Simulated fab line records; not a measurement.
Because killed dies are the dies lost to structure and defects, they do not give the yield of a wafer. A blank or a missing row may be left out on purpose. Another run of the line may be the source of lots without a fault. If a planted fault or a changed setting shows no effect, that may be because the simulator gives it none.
fab line records -- flow n5Finfet -- part 2 of 2: steps 4 to 6 of 6
[record] lots = 22, wafers = 66, lastDay = 20
route steps=1938 shown BEOL_M3@955
lots that met no fault: from a run of the same line without faults
startH: start of the lot's first displayed wafer, in hours after the record's first day -- waitH: time in hours since the lot's previous step -- " repeats the value in the row above -- L1.1+2: one row covering several wafers at once -- - no value, or no start given -- * or withheld: withheld -- < > ~ a bound
route shown NAME@n: NAME is a module with steps in the file, n the number in the route of the first one -- usual: mean and standard deviation over wafers with no fault -- same: alike in all rows -- chamber/n: place in a boat -- sites: each site's reading -- _std_site: the values' standard deviation -- _edge_site: outer sites' mean less inner sites' -- radiusMm: how far each site lies from the wafer's centre -- mask NAME#n: copy n -- behind: the tool/chamber that last shaped the wafer -- hold: why the lot was held/for how many hours/how that ended -- device: the transistor (n, p or np) that didn't switch -- end of line: tests run on the same wafers once the route is complete -- for a step that has no rows: nothing shown but its recipe -- killed: dies lost to structure and defects at the first sort, not the wafer's yield -- map: dies across one wafer; x = killed, . = not, _ = none there
set.NAME: the setting that was run; set.NAME@STEP: the one run at that earlier step -- model.NAME: the simulator's own value behind a step, which no gauge read
one table for each step of the route and one row for each wafer, over a sample of lots
services: from which hour (startH, from the record's first day; less than 0 if before it) a tool's chamber was out of use, for how many hours, and why
[[steps]]
[step N5_BEOL_M3_CD_MEAS_35]
[recipe] targetCdNm = 18, targetCdYNm = 21, polarity = opening
[usual] cdNm = 17.97/0.29
lot.wafer,tool,chamber,startH,waitH,cdNm
L074.1,cdSem-02,-,176.65,0.0,18.00
L074.4,cdSem-02,-,176.65,0.0,18.41
L074.6,cdSem-02,-,176.65,0.0,17.61
L075.1,cdSem-03,-,176.67,0.0,17.87
L075.4,cdSem-03,-,176.67,0.0,17.86
L075.5,cdSem-03,-,176.67,0.0,18.04
L076.2,cdSem-02,-,180.50,0.0,18.06
L076.3,cdSem-02,-,180.50,0.0,17.95
L076.5,cdSem-02,-,180.50,0.0,18.08
L079.4,cdSem-02,-,184.76,0.0,17.84
L079.5,cdSem-02,-,184.76,0.0,18.39
L079.6,cdSem-02,-,184.76,0.0,18.14
L078.1,cdSem-01,-,190.36,0.0,18.30
L078.4,cdSem-01,-,190.36,0.0,18.07
L078.6,cdSem-01,-,190.36,0.0,18.09
L081.1,cdSem-03,-,206.72,0.0,18.24
L081.4,cdSem-03,-,206.72,0.0,17.62
L081.5,cdSem-03,-,206.72,0.0,18.31
L080.2,cdSem-01,-,214.75,0.0,18.18
L080.3,cdSem-01,-,214.75,0.0,18.51
L080.6,cdSem-01,-,214.75,0.0,18.15
L083.1,cdSem-03,-,222.45,0.0,18.11
L083.4,cdSem-03,-,222.45,0.0,18.20
L083.6,cdSem-03,-,222.45,0.0,18.04
L082.1,cdSem-01,-,241.35,0.0,18.40
L082.5,cdSem-01,-,241.35,0.0,18.24
L082.6,cdSem-01,-,241.35,0.0,18.01
L085.3,cdSem-03,-,246.59,0.0,17.74
L085.4,cdSem-03,-,246.59,0.0,18.38
L085.5,cdSem-03,-,246.59,0.0,18.50
L086.1,cdSem-03,-,250.41,0.0,18.05
L086.4,cdSem-03,-,250.41,0.0,17.63
L086.5,cdSem-03,-,250.41,0.0,17.69
L087.4,cdSem-03,-,251.35,0.0,17.92
L087.5,cdSem-03,-,251.35,0.0,17.91
L087.6,cdSem-03,-,251.35,0.0,18.03
L089.3,cdSem-02,-,256.14,0.0,17.71
L089.4,cdSem-02,-,256.14,0.0,18.02
L089.6,cdSem-02,-,256.14,0.0,17.50
L088.1,cdSem-02,-,265.14,0.0,17.97
L088.4,cdSem-02,-,265.14,0.0,18.60
L088.6,cdSem-02,-,265.14,0.0,18.03
L090.1,cdSem-01,-,269.38,0.0,17.69
L090.5,cdSem-01,-,269.38,0.0,17.97
L090.6,cdSem-01,-,269.38,0.0,17.76
L091.2,cdSem-03,-,274.75,0.0,18.14
L091.3,cdSem-03,-,274.75,0.0,17.81
L091.4,cdSem-03,-,274.75,0.0,18.03
L093.2,cdSem-01,-,285.46,0.0,18.19
L093.3,cdSem-01,-,285.46,0.0,18.22
L093.4,cdSem-01,-,285.46,0.0,18.45
L092.2,cdSem-01,-,285.50,0.0,17.98
L092.4,cdSem-01,-,285.50,0.0,17.64
L092.5,cdSem-01,-,285.50,0.0,17.90
L094.2,cdSem-02,-,290.50,0.0,17.98
L094.4,cdSem-02,-,290.50,0.0,17.65
L094.5,cdSem-02,-,290.50,0.0,18.10
L095.1,cdSem-01,-,323.08,0.0,18.10
L095.3,cdSem-01,-,323.08,0.0,17.87
L095.6,cdSem-01,-,323.08,0.0,17.48
L096.2,cdSem-03,-,328.29,0.0,17.90
L096.4,cdSem-03,-,328.29,0.0,18.58
L096.6,cdSem-03,-,328.29,0.0,18.23
L097.1,cdSem-01,-,333.28,0.0,18.14
L097.2,cdSem-01,-,333.28,0.0,17.29
L097.5,cdSem-01,-,333.28,0.0,18.08
[step N5_BEOL_M3_PRE_CLEAN_45]
[recipe] gas = H2/He, timeS = 30, tempC = 250
[usual] heaterPowerW = 335/19
lot.wafer,tool,chamber,startH,waitH,heaterPowerW
L074.1,pvdSputter-02,-,177.00,0.0,363
L074.4,pvdSputter-02,-,177.00,0.0,346
L074.6,pvdSputter-02,-,177.00,0.0,342
L075.1,pvdSputter-01,-,177.04,0.0,341
L075.4,pvdSputter-01,-,177.04,0.0,299
L075.5,pvdSputter-01,-,177.04,0.0,345
L076.2,pvdSputter-03,-,180.88,0.0,320
L076.3,pvdSputter-03,-,180.88,0.0,321
L076.5,pvdSputter-03,-,180.88,0.0,323
L079.4,pvdSputter-01,-,185.36,0.0,344
L079.5,pvdSputter-01,-,185.36,0.0,345
L079.6,pvdSputter-01,-,185.36,0.0,321
L078.1,pvdSputter-02,-,192.08,0.0,356
L078.4,pvdSputter-02,-,192.08,0.0,353
L078.6,pvdSputter-02,-,192.08,0.0,357
L081.1,pvdSputter-01,-,207.10,0.0,296
L081.4,pvdSputter-01,-,207.10,0.0,342
L081.5,pvdSputter-01,-,207.10,0.0,333
L080.2,pvdSputter-01,-,215.26,0.0,341
L080.3,pvdSputter-01,-,215.26,0.0,319
L080.6,pvdSputter-01,-,215.26,0.0,344
L083.1,pvdSputter-03,-,222.83,0.0,326
L083.4,pvdSputter-03,-,222.83,0.0,356
L083.6,pvdSputter-03,-,222.83,0.0,331
L082.1,pvdSputter-02,-,241.69,0.0,343
L082.5,pvdSputter-02,-,241.69,0.0,354
L082.6,pvdSputter-02,-,241.69,0.0,358
L085.3,pvdSputter-03,-,246.81,0.0,321
L085.4,pvdSputter-03,-,246.81,0.0,322
L085.5,pvdSputter-03,-,246.81,0.0,318
L086.1,pvdSputter-02,-,250.76,0.0,316
L086.4,pvdSputter-02,-,250.76,0.0,355
L086.5,pvdSputter-02,-,250.76,0.0,347
L087.4,pvdSputter-02,-,251.46,0.0,355
L087.5,pvdSputter-02,-,251.46,0.0,357
L087.6,pvdSputter-02,-,251.46,0.0,321
L089.3,pvdSputter-02,-,256.36,0.0,363
L089.4,pvdSputter-02,-,256.36,0.0,349
L089.6,pvdSputter-02,-,256.36,0.0,350
L088.1,pvdSputter-02,-,265.68,0.0,319
L088.4,pvdSputter-02,-,265.68,0.0,350
L088.6,pvdSputter-02,-,265.68,0.0,355
L090.1,pvdSputter-03,-,269.55,0.0,326
L090.5,pvdSputter-03,-,269.55,0.0,344
L090.6,pvdSputter-03,-,269.55,0.0,325
L091.2,pvdSputter-03,-,275.04,0.0,300
L091.3,pvdSputter-03,-,275.04,0.0,361
L091.4,pvdSputter-03,-,275.04,0.0,325
L093.2,pvdSputter-03,-,285.58,0.0,352
L093.3,pvdSputter-03,-,285.58,0.0,334
L093.4,pvdSputter-03,-,285.58,0.0,297
L092.2,pvdSputter-02,-,285.60,0.0,319
L092.4,pvdSputter-02,-,285.60,0.0,354
L092.5,pvdSputter-02,-,285.60,0.0,348
L094.2,pvdSputter-02,-,290.73,0.0,318
L094.4,pvdSputter-02,-,290.73,0.0,349
L094.5,pvdSputter-02,-,290.73,0.0,364
L095.1,pvdSputter-03,-,323.38,0.0,306
L095.3,pvdSputter-03,-,323.38,0.0,321
L095.6,pvdSputter-03,-,323.38,0.0,353
L096.2,pvdSputter-02,-,328.69,0.0,322
L096.4,pvdSputter-02,-,328.69,0.0,343
L096.6,pvdSputter-02,-,328.69,0.0,324
L097.1,pvdSputter-03,-,333.63,0.0,308
L097.2,pvdSputter-03,-,333.63,0.0,358
L097.5,pvdSputter-03,-,333.63,0.0,349
[step N5_BEOL_M3_DEP_57]
[recipe] material = SiCN, targetThkA = 80, tempC = withheld, precursor = 3MS/NH3, pressureTorr = 3, rfW = 202, timeS = 14
[usual] rfFwdPowerW = 199.4/1.1, showerheadPlenumPTorr = 3.661/0.01, throttleValvePct = 9.2/0.57
lot.wafer,tool,chamber,startH,waitH,rfFwdPowerW,showerheadPlenumPTorr,throttleValvePct
L074.1,pecvd-01,1,180.57,0.0,199.9,3.657,10.3
L074.4,pecvd-01,0,180.57,0.0,199.3,3.662,9.0
L074.6,pecvd-01,1,180.57,0.0,199.5,3.658,10.5
L075.1,pecvd-01,0,181.66,0.0,198.5,3.664,9.0
L075.4,pecvd-01,1,181.66,0.0,199.2,3.652,10.3
L075.5,pecvd-01,2,181.66,0.0,199.9,3.676,8.6
L076.2,pecvd-01,0,184.29,0.0,198.5,3.664,9.4
L076.3,pecvd-01,2,184.29,0.0,199.0,3.670,8.6
L076.5,pecvd-01,0,184.29,0.0,200.0,3.660,9.1
L079.4,pecvd-03,0,190.17,0.0,200.7,3.659,9.3
L079.5,pecvd-03,1,190.17,0.0,199.2,3.643,8.8
L079.6,pecvd-03,2,190.17,0.0,199.7,3.649,9.5
L078.1,pecvd-03,2,195.38,0.0,199.2,3.654,9.4
L078.4,pecvd-03,2,195.38,0.0,198.5,3.648,9.6
L078.6,pecvd-03,0,195.38,0.0,201.9,3.671,9.1
L081.1,pecvd-02,1,211.82,0.0,200.2,3.662,8.6
L081.4,pecvd-02,2,211.82,0.0,196.8,3.662,8.8
L081.5,pecvd-02,0,211.82,0.0,199.9,3.683,8.8
L080.2,pecvd-01,0,219.79,0.0,200.5,3.658,9.2
L080.3,pecvd-01,1,219.79,0.0,198.7,3.657,10.5
L080.6,pecvd-01,0,219.79,0.0,199.9,3.657,9.3
L083.1,pecvd-03,0,226.34,0.0,201.0,3.663,9.3
L083.4,pecvd-03,0,226.34,0.0,200.2,3.665,9.3
L083.6,pecvd-03,0,226.34,0.0,200.8,3.659,9.2
L082.1,pecvd-03,1,245.39,0.0,199.0,3.654,8.9
L082.5,pecvd-03,1,245.39,0.0,198.2,3.651,8.9
L082.6,pecvd-03,0,245.39,0.0,200.0,3.652,9.5
L085.3,pecvd-02,0,253.56,0.0,198.9,3.680,9.1
L085.4,pecvd-02,1,253.56,0.0,200.0,3.659,9.1
L085.5,pecvd-02,2,253.56,0.0,197.1,3.656,9.0
L086.1,pecvd-03,1,254.82,0.0,199.6,3.654,8.7
L086.4,pecvd-03,0,254.82,0.0,200.0,3.657,9.2
L086.5,pecvd-03,0,254.82,0.0,200.2,3.676,9.7
L087.4,pecvd-01,2,256.00,0.0,200.1,3.676,8.6
L087.5,pecvd-01,0,256.00,0.0,198.7,3.663,9.4
L087.6,pecvd-01,1,256.00,0.0,200.2,3.659,10.3
L089.3,pecvd-02,0,260.04,0.0,198.7,3.683,8.8
L089.4,pecvd-02,0,260.04,0.0,198.9,3.666,9.1
L089.6,pecvd-02,2,260.04,0.0,197.1,3.655,8.8
L088.1,pecvd-01,0,271.48,0.0,199.2,3.671,9.1
L088.4,pecvd-01,0,271.48,0.0,199.3,3.656,9.2
L088.6,pecvd-01,2,271.48,0.0,200.5,3.677,8.8
L090.1,pecvd-02,1,275.27,0.0,198.6,3.670,8.7
L090.5,pecvd-02,2,275.27,0.0,197.0,3.653,9.0
L090.6,pecvd-02,0,275.27,0.0,199.1,3.675,8.8
L091.2,pecvd-01,2,279.99,0.0,199.7,3.679,8.6
L091.3,pecvd-01,0,279.99,0.0,198.5,3.662,9.1
L091.4,pecvd-01,0,279.99,0.0,199.3,3.660,9.2
L092.2,pecvd-01,2,291.30,0.0,200.5,3.677,8.7
L092.4,pecvd-01,2,291.30,0.0,201.9,3.671,8.5
L092.5,pecvd-01,0,291.30,0.0,198.7,3.655,9.2
L093.2,pecvd-02,0,291.42,0.0,199.7,3.672,8.9
L093.3,pecvd-02,2,291.42,0.0,197.4,3.669,9.3
L093.4,pecvd-02,2,291.42,0.0,198.1,3.659,9.1
L094.2,pecvd-03,1,294.28,0.0,198.8,3.654,9.0
L094.4,pecvd-03,1,294.28,0.0,198.8,3.647,8.6
L094.5,pecvd-03,2,294.28,0.0,198.1,3.646,8.7
L095.1,pecvd-02,0,326.85,0.0,199.3,3.677,9.0
L095.3,pecvd-02,1,326.85,0.0,200.1,3.662,8.8
L095.6,pecvd-02,0,326.85,0.0,199.4,3.667,8.8
L096.2,pecvd-03,0,332.13,0.0,200.1,3.671,9.6
L096.4,pecvd-03,0,332.13,0.0,200.2,3.666,9.5
L096.6,pecvd-03,2,332.13,0.0,197.4,3.637,9.1
L097.1,pecvd-01,0,337.21,0.0,199.7,3.661,9.3
L097.2,pecvd-01,1,337.21,0.0,199.2,3.654,10.6
L097.5,pecvd-01,0,337.21,0.0,198.1,3.657,9.4
[[services]]
tool,chamber,startH,hours,kind
pvdSputter-01,-,137.31,1.3,repair
rieDiel-06,-,143.51,0.7,repair
pvdSputter-03,-,164.50,2.8,repair
rieDiel-02,3,173.20,15.3,repair
pecvd-03,-,174.30,14.6,pm
pecvd-02,-,190.02,14.6,pm
rieDiel-02,0,191.16,13.6,repair
pecvd-03,2,212.06,18.9,repair
pecvd-02,0,215.90,2.2,repair
rieDiel-06,2,235.12,-,clean
rieDiel-06,2,235.12,-,consumableReplace:focusRing
rieDiel-06,2,235.12,34.8,scheduledDown
rieDiel-06,2,235.12,34.8,ventCycle
rieDiel-05,1,268.62,5.2,repair
rieDiel-06,0,269.92,-,clean
pecvd-03,-,270.21,0.6,repair
pvdSputter-02,-,295.39,5.2,repair
rieDiel-05,0,295.90,7.5,repair
pecvd-03,0,296.00,7.2,repair
rieDiel-02,-,306.21,0.9,repair
rieDiel-05,-,311.94,4.3,pm
rieDiel-06,0,313.92,13.7,repair
pecvd-03,2,318.15,4.3,repair
rieDiel-05,-,332.69,0.7,repair
